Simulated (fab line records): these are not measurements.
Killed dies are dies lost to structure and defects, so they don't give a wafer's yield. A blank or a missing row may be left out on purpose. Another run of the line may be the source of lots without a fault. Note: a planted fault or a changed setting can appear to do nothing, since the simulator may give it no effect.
fab line records	flow n5_finfet	part 1 of 2: steps 1 to 20 of 27
record: lots: 5	wafers: 15	last_day: 19
route steps=1938 shown BEOL_M10@1484
lots untouched by any fault: they come from a run of this same line in which no faults occurred
start_h: start of the lot's first displayed wafer, in hours after the record's first day	wait_h: time in hours since the lot's previous step	" as in the row above	L1.1+2: several wafers, shown together as one row	- no value, or no start was given	* or withheld: withheld	< > ~ a bound
route shown NAME@n: NAME is a module with steps in the file, n the number in the route of the first one	usual: mean/standard deviation taken from wafers without a fault	same: alike in all rows	chamber/n: place in a boat	sites: readings site by site	_std_site: standard deviation across them	_edge_site: mean of outer sites minus mean of inner sites	radius_mm: how far each site lies from the wafer's centre	mask NAME#n: copy n	behind: the tool/chamber that last shaped the wafer	hold: why the lot went on hold/how many hours it stayed there/how the hold came to an end	device: whichever transistor did not switch (one of n, p or np)	end of line: the tests these same wafers got at the end of their route	where a step has no rows: the recipe by itself	killed: at the first sort, the dies lost to defects and structure; wafer yield is something else	map: a wafer's dies, x killed, . not, _ none there
set.NAME: the run value of the setting; set.NAME@STEP: its run value at that earlier step	model.NAME: the simulator's own value behind a step, which no gauge read
a table for each step, a row for each wafer; lots at some steps of the route
services: from which hour (start_h, from the record's first day; less than 0 if before it) a tool's chamber was out of use, for how many hours, and why
== steps ==
step: N5_BEOL_M10_OVL_MEAS_12
recipe: points_per_wafer: 44
usual: M10_OVL: -0.6/0.98
lot.wafer	tool	chamber	start_h	wait_h	M10_OVL[nm]
L077.1	overlay-01	0	247.20	0.0	-0.4
L077.2	"	0	"	"	-0.4
L077.6	"	0	"	"	-0.3
L078.3	overlay-01	0	247.37	0.0	-0.5
L078.5	"	0	"	"	-0.9
L078.6	"	0	"	"	0.2
L087.1	overlay-02	0	318.76	0.0	-0.2
L087.2	"	0	"	"	-0.7
L087.5	"	0	"	"	-0.2
L090.3	overlay-01	0	320.39	0.0	-1.7
L090.5	"	0	"	"	-1.2
L090.6	"	0	"	"	-2.0
L092.2	overlay-02	0	348.57	0.0	0.4
L092.5	"	0	"	"	-1.2
L092.6	"	0	"	"	0.3
step: N5_BEOL_M10_INSPECT_13
recipe: mode: adi	inspect_instrument: brightfield
usual: raw_defect_count: 423/94
lot.wafer	tool	chamber	start_h	wait_h	raw_defect_count
L077.1	defect_inspect-02	-	247.22	0.0	438
L077.2	"	-	"	"	407
L077.6	"	-	"	"	533
L078.3	defect_inspect-01	-	247.40	0.0	746
L078.5	"	-	"	"	448
L078.6	"	-	"	"	548
L087.1	defect_inspect-01	-	318.79	0.0	562
L087.2	"	-	"	"	618
L087.5	"	-	"	"	518
L090.3	defect_inspect-01	-	320.41	0.0	277
L090.5	"	-	"	"	336
L090.6	"	-	"	"	336
L092.2	defect_inspect-01	-	348.59	0.0	377
L092.5	"	-	"	"	373
L092.6	"	-	"	"	249
step: N5_BEOL_M10_DESCUM_16
recipe: chemistry: O2	time_s: 7.9	source_power_w: 50	bias_power_w: 20	pressure_mtorr: 20	rf_frequency_hz: 2.712e+07	temp_c: 40	resist: CAR-ArF	o2_flow_sccm: 225
usual: drypump_motor_current_A: 5.5/0.45	oes_product_au: 0.78/0.064	rf_vpp_V: 243.4/1.3	showerhead_plenum_p_Torr: 2.11/0.074	throttle_valve_pct: 20.42/0.18
lot.wafer	tool	chamber	start_h	wait_h	drypump_motor_current_A	oes_product_au	rf_hours_counter_h	rf_vpp_V	showerhead_plenum_p_Torr	throttle_valve_pct
L077.1	rie_diel-02	1	247.25	0.0	5.2	0.73	149	243.7	2.08	20.36
L077.2	"	3	"	"	4.9	0.82	70	244.7	2.15	20.70
L077.6	"	2	"	"	5.8	0.75	-	243.9	2.16	20.18
L078.3	rie_diel-01	1	247.55	0.2	5.7	0.77	119	241.1	2.02	20.23
L078.5	"	3	"	"	5.4	0.73	-	241.6	2.01	20.67
L078.6	"	2	"	"	5.7	0.78	-	243.0	2.11	20.35
L087.1	rie_diel-04	0	318.82	0.0	5.5	0.89	41	244.8	2.24	20.29
L087.2	"	2	"	"	4.8	0.83	73	244.3	2.11	20.47
L087.5	"	1	"	"	5.8	0.76	-	242.6	2.12	20.61
L090.3	rie_diel-04	2	320.45	0.0	4.7	0.83	74	243.7	2.11	20.48
L090.5	"	2	"	"	4.7	0.83	-	244.5	2.11	20.48
L090.6	"	0	"	"	5.5	0.89	-	244.4	2.24	20.29
L092.2	rie_diel-04	2	348.68	0.1	4.8	0.81	83	243.4	2.10	20.49
L092.5	"	1	"	"	5.8	0.76	-	243.8	2.11	20.61
L092.6	"	0	"	"	5.5	0.87	-	244.7	2.23	20.28
step: N5_BEOL_M10_ETCH_61
recipe: chemistry: CF4	target: SiARC	target_depth_a: 390	mask_material: CAR-ArF	time_s: 65	ion_energy_ev: 80	pressure_mtorr: 40	source_w: 545	bias_w: 36	Ar_flow_sccm: 100	cf4_flow_sccm: 100	ends: cleared
usual: cf4_flow_sccm: 100.0/0.33	drypump_motor_current_A: 5.5/0.45	etch_rf_on_time_s: 65.1/2.7	oes_product_au: 0.66/0.059	rf_vpp_V: 184.4/1.2	showerhead_plenum_p_Torr: 2.16/0.071	throttle_valve_pct: 15.60/0.16
lot.wafer	tool	chamber	start_h	wait_h	cf4_flow_sccm	drypump_motor_current_A	etch_rf_on_time_s	oes_product_au	rf_hours_counter_h	rf_vpp_V	showerhead_plenum_p_Torr	throttle_valve_pct
L077.1	rie_diel-02	1	247.29	0.0	100.2	5.2	63.9	0.63	149	184.5	2.14	15.53
L077.2	"	3	"	"	100.6	4.9	63.1	0.71	70	183.4	2.16	15.57
L077.6	"	2	"	"	100.1	5.8	69.0	0.63	-	186.1	2.26	15.61
L078.3	rie_diel-01	1	247.58	0.0	100.4	5.8	66.1	0.65	119	182.4	2.08	15.50
L078.5	"	3	"	"	100.1	5.4	64.8	0.63	-	182.8	2.07	15.89
L078.6	"	2	"	"	99.7	5.6	63.5	0.67	-	183.8	2.13	15.43
L087.1	rie_diel-04	0	318.86	0.0	100.0	5.6	61.2	0.78	41	184.3	2.25	15.23
L087.2	"	2	"	"	100.4	4.7	62.8	0.72	73	184.7	2.17	15.71
L087.5	"	1	"	"	100.4	5.8	68.6	0.62	-	185.1	2.16	15.65
L090.3	rie_diel-04	2	320.48	0.0	100.6	4.7	62.4	0.72	74	184.3	2.17	15.73
L090.5	"	2	"	"	100.3	4.7	62.8	0.71	-	184.9	2.17	15.69
L090.6	"	0	"	"	100.1	5.6	61.3	0.76	-	186.7	2.25	15.23
L092.2	rie_diel-04	2	348.71	0.0	100.3	4.7	63.1	0.70	83	184.5	2.17	15.72
L092.5	"	1	"	"	100.1	5.8	67.1	0.63	-	185.5	2.15	15.67
L092.6	"	0	"	"	99.5	5.5	61.5	0.74	-	186.8	2.25	15.27
step: N5_BEOL_M10_ETCH_62
recipe: chemistry: N2/H2	target: SOC	target_depth_a: 1100	overetch_a: 220	mask_material: SiARC	temp_c: 40	time_s: 165	ion_energy_ev: 200	pressure_mtorr: 30	source_w: 840	bias_w: 150	n2_flow_sccm: 200	h2_flow_sccm: 200
usual: drypump_motor_current_A: 5.5/0.44	oes_product_au: 0.66/0.048	rf_vpp_V: 524.5/2.5	showerhead_plenum_p_Torr: 2.57/0.099	throttle_valve_pct: 17.92/0.16
lot.wafer	tool	chamber	start_h	wait_h	drypump_motor_current_A	oes_product_au	rf_hours_counter_h	rf_vpp_V	showerhead_plenum_p_Torr	throttle_valve_pct
L077.1	rie_diel-02	1	247.34	0.0	5.2	0.62	149	524.0	2.54	17.89
L077.2	"	3	"	"	4.8	0.70	70	525.6	2.61	18.04
L077.6	"	2	"	"	5.8	0.65	-	525.4	2.68	18.00
L078.3	rie_diel-01	1	247.63	0.0	5.8	0.66	119	522.4	2.43	17.46
L078.5	"	3	"	"	5.5	0.63	-	522.2	2.45	18.16
L078.6	"	2	"	"	5.6	0.66	-	522.3	2.56	17.70
L087.1	rie_diel-04	0	318.91	0.0	5.5	0.74	41	527.5	2.72	17.73
L087.2	"	2	"	"	4.7	0.70	73	526.2	2.60	18.17
L087.5	"	1	"	"	5.8	0.64	-	522.8	2.54	17.77
L090.3	rie_diel-04	2	320.53	0.0	4.7	0.69	74	525.5	2.60	18.17
L090.5	"	2	"	"	4.8	0.70	-	525.0	2.60	18.15
L090.6	"	0	"	"	5.6	0.73	-	528.2	2.72	17.73
L092.2	rie_diel-04	2	348.76	0.0	4.8	0.69	83	525.4	2.60	18.17
L092.5	"	1	"	"	5.8	0.63	-	524.6	2.54	17.80
L092.6	"	0	"	"	5.5	0.72	-	528.3	2.71	17.75
step: N5_BEOL_M10_STRIP_68
recipe: chemistry: N2/H2	temp_c: 40	n2_flow_sccm: 200	h2_flow_sccm: 200	rf_frequency_hz: 6e+07
lot.wafer	tool	chamber	start_h	wait_h
L077.1+2+6	rie_diel-02	1,3,2	247.48	0.1
L078.3+5+6	rie_diel-01	1,3,2	247.77	0.1
L087.1+2+5	rie_diel-04	0,2,1	319.04	0.1
L090.3+5+6	rie_diel-04	2,2,0	320.67	0.1
L092.2+5+6	rie_diel-04	2,1,0	348.90	0.1
step: N5_BEOL_M10_STRIP_67
recipe: chemistry: CF4	resist: SiARC	power_w: 300	bias_power_w: 75	pressure_mtorr: 50	cf4_flow_sccm: 150	rf_frequency_hz: 6e+07
usual: cf4_flow_sccm: 150.1/0.44	drypump_motor_current_A: 5.5/0.44	oes_product_au: 0.77/0.056	rf_vpp_V: 271.5/1.5	showerhead_plenum_p_Torr: 1.80/0.058	throttle_valve_pct: 13.56/0.17
lot.wafer	tool	chamber	start_h	wait_h	cf4_flow_sccm	drypump_motor_current_A	oes_product_au	rf_hours_counter_h	rf_vpp_V	showerhead_plenum_p_Torr	throttle_valve_pct
L077.1	rie_diel-02	1	247.49	0.0	150.0	5.2	0.74	149	270.9	1.77	13.45
L077.2	"	3	"	"	149.9	4.9	0.82	70	273.3	1.81	13.54
L077.6	"	2	"	"	149.9	5.8	0.77	-	272.9	1.88	13.51
L078.3	rie_diel-01	1	247.78	0.0	149.8	5.7	0.78	119	270.2	1.74	13.44
L078.5	"	3	"	"	150.7	5.4	0.74	-	270.5	1.74	13.83
L078.6	"	2	"	"	149.5	5.6	0.77	-	271.8	1.80	13.46
L087.1	rie_diel-04	0	319.05	0.0	149.6	5.6	0.86	41	273.5	1.88	13.21
L087.2	"	2	"	"	150.6	4.8	0.81	73	272.9	1.81	13.65
L087.5	"	1	"	"	150.2	5.8	0.76	-	270.7	1.79	13.55
L090.3	rie_diel-04	2	320.68	0.0	150.0	4.7	0.82	74	270.7	1.81	13.65
L090.5	"	2	"	"	150.5	4.7	0.82	-	272.2	1.81	13.66
L090.6	"	0	"	"	150.1	5.5	0.86	-	271.5	1.88	13.19
L092.2	rie_diel-04	2	348.91	0.0	149.7	4.8	0.81	83	272.3	1.81	13.65
L092.5	"	1	"	"	150.2	5.8	0.75	-	270.7	1.79	13.57
L092.6	"	0	"	"	150.7	5.6	0.85	-	274.2	1.88	13.21
step: N5_BEOL_M10_HM_OPEN_17
recipe: chemistry: Cl2/BCl3	target_depth_a: 200	overetch_a: 60	target: TiN	mask_material: SOC	ion_energy_ev: 150	pressure_mtorr: 10	icp_w: 1000	bias_w: 126	Cl2_flow_sccm: 53.25	bcl3_flow_sccm: 21.75	Ar_flow_sccm: 25
usual: drypump_motor_current_A: 5.2/0.49	oes_product_au: 0.66/0.056	throttle_valve_pct: 22.18/0.13
lot.wafer	tool	chamber	start_h	wait_h	drypump_motor_current_A	oes_product_au	rf_hours_counter_h	throttle_valve_pct
L077.1	rie_metal-02	1	247.53	0.0	4.7	0.62	48	22.20
L077.2	"	1	"	"	4.7	0.62	-	22.20
L077.6	"	1	"	"	4.7	0.63	-	22.19
L078.3	rie_metal-03	0	247.85	0.1	5.5	0.69	-	22.05
L078.5	"	0	"	"	5.5	0.68	-	22.05
L078.6	"	1	"	"	4.9	0.66	-	22.34
L087.1	rie_metal-02	1	319.09	0.0	4.7	0.61	56	22.20
L087.2	"	0	"	"	5.8	0.77	6	22.01
L087.5	"	1	"	"	4.7	0.62	-	22.18
L090.3	rie_metal-02	0	320.75	0.1	5.8	0.75	-	22.02
L090.5	"	1	"	"	4.7	0.61	-	22.22
L090.6	"	0	"	"	5.8	0.76	-	22.02
L092.2	rie_metal-03	0	348.95	0.0	5.4	0.65	50	22.09
L092.5	"	0	"	"	5.5	0.65	-	22.07
L092.6	"	1	"	"	4.9	0.62	-	22.41
step: N5_BEOL_M10_STRIP_19
recipe: chemistry: O2	power_w: 400	temp_c: 40	pressure_mtorr: 30	rf_frequency_hz: 6e+07	bias_power_w: 0	overash_fraction: 0.2	o2_flow_sccm: 225
usual: drypump_motor_current_A: 5.6/0.43	oes_product_au: 0.77/0.058	rf_vpp_V: 3.7/0.58	showerhead_plenum_p_Torr: 2.09/0.074	throttle_valve_pct: 16.69/0.18
lot.wafer	tool	chamber	start_h	wait_h	drypump_motor_current_A	oes_product_au	rf_hours_counter_h	rf_vpp_V	showerhead_plenum_p_Torr	throttle_valve_pct
L077.1	rie_diel-01	2	247.80	0.2	5.6	0.78	113	3.3	2.11	16.59
L077.2	"	0	"	"	6.3	0.74	149	4.3	2.03	16.94
L077.6	"	2	"	"	5.6	0.77	-	4.2	2.11	16.59
L078.3	rie_diel-01	1	247.93	0.1	5.7	0.77	119	2.4	2.03	16.50
L078.5	"	2	"	"	5.6	0.78	-	3.7	2.11	16.59
L078.6	"	3	"	"	5.4	0.73	-	4.2	2.02	16.90
L087.1	rie_diel-04	2	319.21	0.1	4.7	0.83	73	2.7	2.11	16.71
L087.2	"	0	"	"	5.5	0.89	41	4.4	2.24	16.46
L087.5	"	0	"	"	5.6	0.89	-	3.7	2.24	16.45
L090.3	rie_diel-04	0	320.83	0.1	5.6	0.88	42	4.2	2.24	16.47
L090.5	"	1	"	"	5.8	0.75	-	3.0	2.12	16.77
L090.6	"	0	"	"	5.5	0.89	-	4.2	2.24	16.46
L092.2	rie_diel-02	0	349.06	0.1	6.2	0.73	181	4.0	1.98	16.72
L092.5	"	2	"	"	5.8	0.72	-	3.2	2.15	16.50
L092.6	"	1	"	"	5.2	0.71	-	4.0	2.07	16.67
step: N5_BEOL_M10_CD_MEAS_18
recipe: pitch_nm: 140	target_cd_nm: 70
usual: cd_nm: 70.1/0.96
lot.wafer	tool	chamber	start_h	wait_h	cd_nm
L077.1	cd_sem-03	-	247.87	0.0	68.3
L077.2	"	-	"	"	68.0
L077.6	"	-	"	"	69.6
L078.3	cd_sem-03	-	248.01	0.1	69.9
L078.5	"	-	"	"	70.1
L078.6	"	-	"	"	69.1
L087.1	cd_sem-01	-	319.28	0.0	72.6
L087.2	"	-	"	"	70.8
L087.5	"	-	"	"	71.9
L090.3	cd_sem-01	-	320.90	0.1	69.6
L090.5	"	-	"	"	69.2
L090.6	"	-	"	"	69.6
L092.2	cd_sem-01	-	349.13	0.1	70.4
L092.5	"	-	"	"	70.0
L092.6	"	-	"	"	69.1
step: N5_BEOL_M10_COAT_63
recipe: resist: SOC	temp_c: 250	time_s: 60	spin_rpm: 1500	resist_thk_nm: 100
usual: heater_power_total_W: 500.2/1.9	spin_speed_rpm: 1499.9/1.1
lot.wafer	tool	chamber	start_h	wait_h	heater_power_total_W	spin_speed_rpm
L077.1	litho_track-01	0	249.12	1.3	497.4	1499.6
L077.2	"	0	"	"	499.3	1499.6
L077.6	"	0	"	"	501.1	1499.2
L078.3	litho_track-05	0	249.13	1.1	497.8	1499.1
L078.5	"	0	"	"	497.8	1500.9
L078.6	"	0	"	"	501.1	1498.9
L087.1	litho_track-05	0	322.89	3.6	498.4	1500.1
L087.2	"	0	"	"	499.0	1500.9
L087.5	"	0	"	"	500.1	1500.6
L090.3	litho_track-05	0	323.00	2.1	501.2	1499.1
L090.5	"	0	"	"	501.3	1500.9
L090.6	"	0	"	"	502.4	1500.2
L092.2	litho_track-04	0	349.22	0.1	500.5	1499.7
L092.5	"	0	"	"	497.8	1497.7
L092.6	"	0	"	"	499.2	1499.6
step: N5_BEOL_M10_COAT_64
recipe: resist: SiARC	temp_c: 220	time_s: 60	spin_rpm: 1500	resist_thk_nm: 30
usual: heater_power_total_W: 427.8/2.2	spin_speed_rpm: 1499.9/0.97
lot.wafer	tool	chamber	start_h	wait_h	heater_power_total_W	spin_speed_rpm
L077.1	litho_track-01	0	-	-	426.5	1500.9
L077.2	"	0	"	"	426.7	1501.6
L077.6	"	0	"	"	425.4	1501.9
L078.3	litho_track-05	0	-	-	424.6	1499.2
L078.5	"	0	"	"	424.6	1499.8
L078.6	"	0	"	"	428.3	1500.7
L087.1	litho_track-05	0	-	-	429.6	1501.1
L087.2	"	0	"	"	424.3	1500.7
L087.5	"	0	"	"	426.2	1499.8
L090.3	litho_track-05	0	-	-	424.7	1500.3
L090.5	"	0	"	"	429.3	1500.9
L090.6	"	0	"	"	429.7	1502.0
L092.2	litho_track-04	0	-	-	430.4	1499.1
L092.5	"	0	"	"	426.2	1500.4
L092.6	"	0	"	"	424.0	1499.6
step: N5_BEOL_M10_COAT_22
recipe: resist: CAR-ArF	spin_rpm: 1500	resist_thk_nm: 90
usual: spin_speed_rpm: 1499.9/0.93
lot.wafer	tool	chamber	start_h	wait_h	spin_speed_rpm
L077.1	litho_track-01	0	-	-	1500.3
L077.2	"	0	"	"	1499.9
L077.6	"	0	"	"	1500.1
L078.3	litho_track-05	0	-	-	1499.9
L078.5	"	0	"	"	1500.5
L078.6	"	0	"	"	1500.6
L087.1	litho_track-05	0	-	-	1498.7
L087.2	"	0	"	"	1499.0
L087.5	"	0	"	"	1499.4
L090.3	litho_track-05	0	-	-	1501.0
L090.5	"	0	"	"	1499.4
L090.6	"	0	"	"	1500.3
L092.2	litho_track-04	0	-	-	1500.6
L092.5	"	0	"	"	1501.0
L092.6	"	0	"	"	1499.9
step: N5_BEOL_M10_EBR_24
recipe: solvent: PGMEA	ebr_width_mm: 1.5
lot.wafer	tool	chamber	start_h	wait_h
L077.1+2+6	litho_track-01	0	-	-
L078.3+5+6	litho_track-05	0	-	-
L087.1+2+5	litho_track-05	0	-	-
L090.3+5+6	litho_track-05	0	-	-
L092.2+5+6	litho_track-04	0	-	-
step: N5_BEOL_M10_SOFTBAKE_23
recipe: temp_c: 110	time_s: 60	resist: CAR-ArF
usual: heater_power_total_W: 175.5/1.6
lot.wafer	tool	chamber	start_h	wait_h	heater_power_total_W
L077.1	litho_track-01	0	-	-	173.1
L077.2	"	0	"	"	176.2
L077.6	"	0	"	"	177.0
L078.3	litho_track-05	0	-	-	174.1
L078.5	"	0	"	"	173.2
L078.6	"	0	"	"	177.3
L087.1	litho_track-05	0	-	-	175.8
L087.2	"	0	"	"	175.5
L087.5	"	0	"	"	176.4
L090.3	litho_track-05	0	-	-	177.1
L090.5	"	0	"	"	177.1
L090.6	"	0	"	"	174.6
L092.2	litho_track-04	0	-	-	175.5
L092.5	"	0	"	"	176.4
L092.6	"	0	"	"	177.6
step: N5_BEOL_M10_EXPOSE_25
recipe: mask_id: V9	na: 1.35	source_shape: annular	sigma_inner: 0.5	sigma_outer: 0.8	polarization: unpolarized	dose_mj: 85.5
usual: exposure_dose_mJ_cm2: 85.45/0.094
lot.wafer	tool	chamber	start_h	wait_h	mask	exposure_dose_mJ_cm2
L077.1	arfi_scanner-01	0	249.37	-	V9#0	85.40
L077.2	"	0	"	"	V9#0	85.39
L077.6	"	0	"	"	V9#0	85.39
L078.3	arfi_scanner-02	0	249.55	-	V9#0	85.52
L078.5	"	0	"	"	V9#0	85.57
L078.6	"	0	"	"	V9#0	85.50
L087.1	arfi_scanner-02	0	323.22	-	V9#0	85.49
L087.2	"	0	"	"	V9#0	85.55
L087.5	"	0	"	"	V9#0	85.31
L090.3	arfi_scanner-03	0	323.41	-	V9#0	85.41
L090.5	"	0	"	"	V9#0	85.41
L090.6	"	0	"	"	V9#0	85.38
L092.2	arfi_scanner-02	0	349.64	-	V9#0	85.52
L092.5	"	0	"	"	V9#0	85.57
L092.6	"	0	"	"	V9#0	85.47
step: N5_BEOL_M10_PEB_26
recipe: peb_temp_c: withheld	peb_time_s: 60	resist: CAR-ArF
lot.wafer	tool	chamber	start_h	wait_h
L077.1+2+6	litho_track-01	0	249.43	0.1
L078.3+5+6	litho_track-05	0	249.60	0.0
L087.1+2+5	litho_track-04	0	323.29	0.1
L090.3+5+6	litho_track-04	0	323.46	0.0
L092.2+5+6	litho_track-01	0	349.69	0.1
step: N5_BEOL_M10_DEVELOP_27
recipe: develop_time_s: 30	developer: TMAH	resist: CAR-ArF	rinse_liquid: diw	dry: air_spin	dev_temp_c: 23
lot.wafer	tool	chamber	start_h	wait_h
L077.1+2+6	litho_track-01	0	-	-
L078.3+5+6	litho_track-05	0	-	-
L087.1+2+5	litho_track-04	0	-	-
L090.3+5+6	litho_track-04	0	-	-
L092.2+5+6	litho_track-01	0	-	-
step: N5_BEOL_M10_CD_MEAS_28
recipe: target_cd_nm: 70	landing_energy_ev: 500	detector: se_inlens	polarity: opening
usual: cd_nm: 69.4/1.2
lot.wafer	tool	chamber	start_h	wait_h	cd_nm
L077.1	cd_sem-03	0	249.50	-	68.8
L077.2	"	0	"	"	70.2
L077.6	"	0	"	"	69.7
L078.3	cd_sem-02	0	249.67	-	69.4
L078.5	"	0	"	"	70.8
L078.6	"	0	"	"	68.3
L087.1	cd_sem-03	0	323.36	-	68.2
L087.2	"	0	"	"	67.7
L087.5	"	0	"	"	69.7
L090.3	cd_sem-02	0	323.53	-	67.0
L090.5	"	0	"	"	70.0
L090.6	"	0	"	"	68.7
L092.2	cd_sem-02	0	349.76	-	68.7
L092.5	"	0	"	"	69.8
L092.6	"	0	"	"	69.1
step: N5_BEOL_M10_OVL_MEAS_29
recipe: points_per_wafer: 44
usual: V9_OVL: -0.1/0.75
lot.wafer	tool	chamber	start_h	wait_h	V9_OVL[nm]
L077.1	overlay-02	0	249.53	0.0	1.7
L077.2	"	0	"	"	0.3
L077.6	"	0	"	"	0.6
L078.3	overlay-01	0	249.70	0.0	-1.1
L078.5	"	0	"	"	-0.9
L078.6	"	0	"	"	-0.1
L087.1	overlay-02	0	323.39	0.0	-0.3
L087.2	"	0	"	"	-0.2
L087.5	"	0	"	"	-0.7
L090.3	overlay-02	0	323.56	0.0	-0.4
L090.5	"	0	"	"	-0.6
L090.6	"	0	"	"	-0.3
L092.2	overlay-02	0	349.79	0.0	-0.4
L092.5	"	0	"	"	-1.3
L092.6	"	0	"	"	-1.0
